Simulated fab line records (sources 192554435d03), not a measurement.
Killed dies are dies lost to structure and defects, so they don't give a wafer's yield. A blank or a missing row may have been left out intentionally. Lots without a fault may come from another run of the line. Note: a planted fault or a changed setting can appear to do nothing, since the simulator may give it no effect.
The tool behind it: which one? | flow n5_finfet | 12 lots with 32 wafers sampled at 5 steps, on a route of 1938 steps

## WHAT THE GAUGES SHOWED, per wafer
N5_DUMMY_GATE_INSPECT_27: inspects for defects (brightfield). Usual: raw_defect_count 286, standard deviation 84.
lot  | measured    | on                | raw_defect_count | flag
L930 | day 5 19:30 | defect_inspect-02 | 334 381 310      |
L931 | day 6 03:34 | defect_inspect-01 | 380 239 187      |
L932 | day 6 05:45 | defect_inspect-02 | 297 275 251      |
L933 | day 6 14:25 | defect_inspect-01 | 404 264 290      |
L934 | day 6 17:18 | defect_inspect-01 | 473 444 458      |
L935 | day 7 01:23 | defect_inspect-02 | 167 293 213      |
L936 | day 7 07:14 | defect_inspect-02 | 345 360 336      |
L937 | day 7 11:14 | defect_inspect-02 | 346 319          |
L938 | day 7 15:35 | defect_inspect-02 | 457 364 315      |
L939 | day 7 23:15 | defect_inspect-01 | 249 170          |
L940 | day 8 04:21 | defect_inspect-02 | 186 127          |
L941 | day 8 12:07 | defect_inspect-02 | 239 206          |

N5_SD_EPI_N_INSPECT_11: inspects for defects (macro). Usual: raw_defect_count 2.0, standard deviation 1.5.
lot  | measured    | on                | raw_defect_count | flag
L930 | day 5 21:38 | defect_inspect-02 | 1 1 1            |
L931 | day 6 04:30 | defect_inspect-02 | 1 3 1            |
L932 | day 6 06:49 | defect_inspect-01 | 3 2 2            |
L933 | day 6 15:28 | defect_inspect-01 | 1 5 5            |
L934 | day 6 18:26 | defect_inspect-01 | 0 4 1            |
L935 | day 7 02:26 | defect_inspect-01 | 2 2 1            |
L936 | day 7 08:10 | defect_inspect-02 | 2 2 1            |
L937 | day 7 12:49 | defect_inspect-02 | 2 1              |
L938 | day 7 16:55 | defect_inspect-01 | 0 3 5            |
L939 | day 8 00:23 | defect_inspect-02 | 3 5              |
L940 | day 8 05:40 | defect_inspect-01 | 1 3              |
L941 | day 8 13:10 | defect_inspect-02 | 0 3              |

N5_BEOL_M4_RC_MEAS_101. Usual: DIBL_N 36.3 mV/V, standard deviation 1.6; DIBL_P 36.2 mV/V, standard deviation 2; IOFF_N 0.160 nA/um, standard deviation 0.028; IOFF_N_LONG 5.65e-05 nA/um, standard deviation 2.7e-06; IOFF_P 0.21 nA/um, standard deviation 0.036; ION_N 677 uA/um, standard deviation 11; ION_P 465 uA/um, standard deviation 6.9; SS_N 71.5 mV/dec, standard deviation 0.55; SS_P 73.3 mV/dec, standard deviation 0.64; VT_N 250 mV, standard deviation 3; VT_P -250 mV, standard deviation 3.5.
lot  | measured     | on        | DIBL_N (mV/V)  | DIBL_P (mV/V)  | IOFF_N (nA/um)    | IOFF_N_LONG (nA/um)        | IOFF_P (nA/um) | ION_N (uA/um) | ION_P (uA/um) | SS_N (mV/dec)  | SS_P (mV/dec)  | VT_N (mV)   | VT_P (mV)      | flag
L930 | day 10 19:08 | prober-01 | 36.5 37.5 35.9 | 38.2 39.4 37.8 | 0.168 0.189 0.156 | 7.74e-05 7.37e-05 7.56e-05 | 0.24 0.26 0.22 | 681 684 664   | 468 466 456   | 71.7 71.4 71.2 | 74.0 74.6 74.6 | 248 248 250 | -251 -249 -252 | OFF
L931 | day 11 00:25 | prober-02 | 36.0 34.2 34.3 | 34.4 33.2 32.7 | 0.130 0.115 0.117 | 7.45e-05 7.55e-05 7.58e-05 | 0.18 0.17 0.16 | 656 662 667   | 460 463 459   | 71.4 70.5 70.8 | 73.0 72.5 72.9 | 255 254 256 | -253 -256 -257 | OFF
L932 | day 11 02:11 | prober-01 | 36.0 35.3 36.1 | 36.9 37.5 37.5 | 0.149 0.154 0.155 | 7.17e-05 7.09e-05 7.23e-05 | 0.19 0.20 0.20 | 673 678 684   | 460 469 471   | 72.0 71.4 71.8 | 73.3 73.2 74.1 | 250 253 251 | -254 -252 -256 | OFF
L933 | day 11 05:39 | prober-01 | 37.1 36.4 37.3 | 37.1 36.7 37.1 | 0.172 0.171 0.188 | 5.53e-05 5.61e-05 5.58e-05 | 0.22 0.21 0.21 | 685 678 676   | 467 462 463   | 71.9 72.1 71.7 | 73.7 73.8 73.6 | 251 249 249 | -254 -251 -252 |
L934 | day 12 11:51 | prober-01 | 39.2 36.6 36.7 | 41.0 37.4 37.9 | 0.242 0.177 0.181 | 5.82e-05 5.83e-05 5.91e-05 | 0.30 0.23 0.24 | 688 682 679   | 471 470 469   | 72.4 72.3 72.8 | 74.4 73.9 73.5 | 243 247 247 | -245 -248 -246 |
L935 | day 12 13:32 | prober-01 | 35.6 36.2 33.8 | 35.3 35.9 34.1 | 0.145 0.151 0.119 | 5.49e-05 5.49e-05 5.33e-05 | 0.19 0.20 0.16 | 679 674 669   | 464 459 461   | 71.6 71.7 70.7 | 72.9 73.0 71.9 | 250 250 253 | -253 -252 -253 |
L936 | day 12 12:45 | prober-02 | 34.3 33.1 35.6 | 35.0 34.0 37.1 | 0.128 0.112 0.155 | 5.23e-05 5.03e-05 5.14e-05 | 0.18 0.17 0.21 | 662 660 689   | 465 458 472   | 71.2 71.3 71.4 | 72.5 72.6 73.0 | 253 255 249 | -251 -252 -252 |
L937 | day 12 16:46 | prober-01 | 36.1 34.9      | 36.7 35.5      | 0.142 0.133       | 5.42e-05 5.46e-05          | 0.19 0.18      | 666 673       | 457 463       | 71.4 71.2      | 73.5 72.8      | 254 252     | -251 -251      |
L938 | day 12 16:40 | prober-02 | 35.7 38.5 37.5 | 34.2 38.1 35.7 | 0.147 0.206 0.178 | 5.82e-05 5.71e-05 5.87e-05 | 0.22 0.27 0.23 | 666 692 697   | 458 471 476   | 71.0 72.0 71.6 | 72.6 74.1 73.1 | 250 245 249 | -248 -246 -250 |
L939 | day 13 12:14 | prober-01 | 33.4 32.2      | 31.5 30.3      | 0.118 0.107       | 5.55e-05 5.62e-05          | 0.16 0.15      | 669 668       | 455 461       | 71.0 69.9      | 72.4 72.7      | 252 255     | -255 -254      |
L940 | day 13 12:34 | prober-02 | 34.3 34.5      | 34.8 34.4      | 0.135 0.128       | 5.76e-05 5.69e-05          | 0.20 0.18      | 665 665       | 463 462       | 71.1 70.9      | 73.0 73.1      | 251 253     | -249 -252      |
L941 | day 13 18:03 | prober-01 | 36.7 35.5      | 35.4 34.4      | 0.172 0.151       | 5.94e-05 5.91e-05          | 0.21 0.20      | 682 684       | 463 465       | 71.5 71.0      | 73.3 73.7      | 247 246     | -250 -248      |

## WHICH TOOL RAN EACH LOT (tool, then ch and the chambers of the sampled wafers, then the start)
lot  | N5_SPACER0_ALD_08                | N5_SD_EPI_N_WET_ETCH_43
L930 | ald_sin-03 ch 0,2,3, day 5 20:59 | wet_bench-03 ch 1,4,6, day 5 22:38
L931 | ald_sin-03 ch 0,1,3, day 6 04:01 | wet_bench-01 ch 1,2,6, day 6 05:25
L932 | ald_sin-01 ch 0,1,2, day 6 06:12 | wet_bench-06 ch 0,1,6, day 6 07:44
L933 | ald_sin-03 ch 0,3, day 6 14:52   | wet_bench-01 ch 2,3,4, day 6 16:23
L934 | ald_sin-03 ch 0,1,3, day 6 17:50 | wet_bench-06 ch 1,3,4, day 6 19:21
L935 | ald_sin-04 ch 0,1, day 7 01:49   | wet_bench-01 ch 1,4,6, day 7 03:20
L936 | ald_sin-03 ch 0,2,3, day 7 07:41 | wet_bench-01 ch 5,6,7, day 7 09:34
L937 | ald_sin-03 ch 0,3, day 7 12:11   | wet_bench-01 ch 1,4, day 7 13:43
L938 | ald_sin-03 ch 0,3, day 7 16:25   | wet_bench-06 ch 4,5,7, day 7 17:55
L939 | ald_sin-03 ch 1, day 7 23:47     | wet_bench-06 ch 3,6, day 8 01:17
L940 | ald_sin-04 ch 0,3, day 8 05:07   | wet_bench-06 ch 2,4, day 8 06:55
L941 | ald_sin-01 ch 1, day 8 12:34     | wet_bench-06 ch 3,5, day 8 14:05
- N5_SPACER0_ALD_08: deposits SiNx, target thk 2 nm.
- N5_SD_EPI_N_WET_ETCH_43: etches SiO2 in dHF, time 14 s, target depth 1.5 nm.

## WHAT THE TOOLS THEMSELVES READ (means of the sampled wafers that have a number; where no wafer has one, the mark that the record gives instead)
N5_SPACER0_ALD_08. Usual: heater_power_w 802 W, standard deviation 70.
lot  | tool       | heater_power_w (W) | flag
L930 | ald_sin-03 | 806                |
L931 | ald_sin-03 | 849                |
L932 | ald_sin-01 | 791                |
L933 | ald_sin-03 | 889                |
L934 | ald_sin-03 | 831                |
L935 | ald_sin-04 | 811                |
L936 | ald_sin-03 | 791                |
L937 | ald_sin-03 | 850                |
L938 | ald_sin-03 | 892                |
L939 | ald_sin-03 | 824                |
L940 | ald_sin-04 | 760                |
L941 | ald_sin-01 | 754                |

N5_SD_EPI_N_WET_ETCH_43. Usual: temp_c 24.99 C, standard deviation 0.098.
lot  | tool         | temp_c (C) | flag
L930 | wet_bench-03 | -          | OFF
L931 | wet_bench-01 | -          | OFF
L932 | wet_bench-06 | -          | OFF
L933 | wet_bench-01 | 25.00      |
L934 | wet_bench-06 | 25.00      |
L935 | wet_bench-01 | 24.95      |
L936 | wet_bench-01 | 25.03      |
L937 | wet_bench-01 | 25.00      |
L938 | wet_bench-06 | 25.01      |
L939 | wet_bench-06 | 25.04      |
L940 | wet_bench-06 | 25.00      |
L941 | wet_bench-06 | 24.82      |

## THE ANSWER, worked out from the rows above alone
Rule: take the mean of a lot's wafers that have a number; if it is more than 3 standard deviations from the usual mean, the lot is off. Also off: a lot with no number at a reading for which 4 or more lots have one. Any other lot the step has rows for is counted as sound. Order of review: gauges by route order, followed by the tools' own readings, for which a lot's mean as printed above is used. At the first step where some lot is off, the reading lying furthest off is the one used; lots without a number count as furthest.
Off: at N5_BEOL_M4_RC_MEAS_101 (IOFF_N_LONG), L930, L931, L932.
If a tool, at a process step before that reading, ran all the lots that are off and no sound lot after the first of them, it fits. Not tried: the gauges at N5_BEOL_M4_RC_MEAS_101; whatever is off there is also off at N5_SD_EPI_N_WET_ETCH_43, on other tools, and gauge error can't account for it. Not one of the candidates tried fits.

## WHAT HAD BEEN PUT IN BY THE SIMULATOR
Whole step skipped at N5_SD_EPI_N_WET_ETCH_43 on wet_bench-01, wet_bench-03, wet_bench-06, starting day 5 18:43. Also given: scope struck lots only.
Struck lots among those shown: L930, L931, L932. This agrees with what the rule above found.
